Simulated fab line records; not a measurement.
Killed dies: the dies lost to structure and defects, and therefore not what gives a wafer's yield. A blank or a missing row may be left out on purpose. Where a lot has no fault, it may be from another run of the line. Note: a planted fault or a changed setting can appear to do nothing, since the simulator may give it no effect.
Chamber matching || flow n5Finfet || N5_BEOL_M8_CURE_74 on uvCure-03 has 3 sister chambers
The step cures SiCOH lowk, time 240 s. 16 wafers are shown with their chamber, then 8 later ones without.

WAFERS, EACH WITH ITS CHAMBER
{"wafer": "L075.1", "chamber": 2, "wafer_temp_C_max": 386.4, "lampPowerPct (%)": 52.32}
{"wafer": "L075.3", "chamber": 2, "wafer_temp_C_max": 386.8, "lampPowerPct (%)": 52.31}
{"wafer": "L075.5", "chamber": 2, "wafer_temp_C_max": 386.8, "lampPowerPct (%)": 52.32}
{"wafer": "L076.1", "chamber": 0, "wafer_temp_C_max": 385.9, "lampPowerPct (%)": 52.31}
{"wafer": "L076.4", "chamber": 0, "wafer_temp_C_max": 386.5, "lampPowerPct (%)": 52.34}
{"wafer": "L076.6", "chamber": 0, "wafer_temp_C_max": 385.8, "lampPowerPct (%)": 52.33}
{"wafer": "L077.3", "chamber": 2, "wafer_temp_C_max": 386.1, "lampPowerPct (%)": 52.32}
{"wafer": "L077.4", "chamber": 2, "wafer_temp_C_max": 386.7, "lampPowerPct (%)": 52.34}
{"wafer": "L077.6", "chamber": 2, "wafer_temp_C_max": 387.1, "lampPowerPct (%)": 52.34}
{"wafer": "L078.2", "chamber": 0, "wafer_temp_C_max": 386.2, "lampPowerPct (%)": 52.21}
{"wafer": "L078.3", "chamber": 0, "wafer_temp_C_max": 386.6, "lampPowerPct (%)": 52.36}
{"wafer": "L078.6", "chamber": 0, "wafer_temp_C_max": 386.8, "lampPowerPct (%)": 52.31}
{"wafer": "L086.2", "chamber": 1, "wafer_temp_C_max": 386.6, "lampPowerPct (%)": 52.37}
{"wafer": "L086.3", "chamber": 1, "wafer_temp_C_max": 387.3, "lampPowerPct (%)": 52.29}
{"wafer": "L086.4", "chamber": 1, "wafer_temp_C_max": 386.7, "lampPowerPct (%)": 52.34}
{"wafer": "L094.3", "chamber": 1, "wafer_temp_C_max": 386.8, "lampPowerPct (%)": 52.32}

SIGNATURES (averages over the wafers above)
{"reading": "wafer_temp_C_max", "chamber 0": 386.300, "chamber 1": 386.850, "chamber 2": 386.650, "scatter within a chamber": 0.362}
{"reading": "lampPowerPct", "chamber 0": 52.3100, "chamber 1": 52.3300, "chamber 2": 52.3250, "scatter within a chamber": 0.0372}
Rule: a wafer lies at a distance from a chamber equal to the root of the sum of squares, over the readings, of (its reading less the chamber's mean, divided by the reading's scatter). The wafer belongs to the nearest chamber; if the next one is less than 2 further off, it can't be placed. The scatter: take each reading less its chamber's mean, square it, sum over the shown wafers, divide by the number of wafers less the number of chambers, and take the root.

WAFERS WHOSE CHAMBER IS MISSING
{"wafer": "L094.4", "wafer_temp_C_max": 386.5, "lampPowerPct (%)": 52.38}
{"wafer": "L094.6", "wafer_temp_C_max": 386.9, "lampPowerPct (%)": 52.26}
{"wafer": "L095.1", "wafer_temp_C_max": 385.8, "lampPowerPct (%)": 52.37}
{"wafer": "L095.3", "wafer_temp_C_max": 386.2, "lampPowerPct (%)": 52.36}
{"wafer": "L095.4", "wafer_temp_C_max": 386.4, "lampPowerPct (%)": 52.37}
{"wafer": "L095.2", "wafer_temp_C_max": 385.7, "lampPowerPct (%)": 52.25}
{"wafer": "L095.5", "wafer_temp_C_max": 386.3, "lampPowerPct (%)": 52.34}
{"wafer": "L095.6", "wafer_temp_C_max": 386.4, "lampPowerPct (%)": 52.28}

THE CHAMBER EACH PASSED THROUGH
{"wafer": "L094.4", "from the rows above": "can't be placed: 2 or 1 or 0", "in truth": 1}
{"wafer": "L094.6", "from the rows above": "can't be placed: 2 or 1 or 0", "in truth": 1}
{"wafer": "L095.1", "from the rows above": "can't be placed: 0 or 2 or 1", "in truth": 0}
{"wafer": "L095.3", "from the rows above": "can't be placed: 0 or 2 or 1", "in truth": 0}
{"wafer": "L095.4", "from the rows above": "can't be placed: 2 or 0 or 1", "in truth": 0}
{"wafer": "L095.2", "from the rows above": "can't be placed: 0 or 2 or 1", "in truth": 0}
{"wafer": "L095.5", "from the rows above": "can't be placed: 0 or 2 or 1", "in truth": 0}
{"wafer": "L095.6", "from the rows above": "can't be placed: 0 or 2 or 1", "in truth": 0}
0 of 8 placed correctly. Cannot be placed on the basis of these rows: 8; the candidates contain the true chamber in 8. 0 placed wrongly.
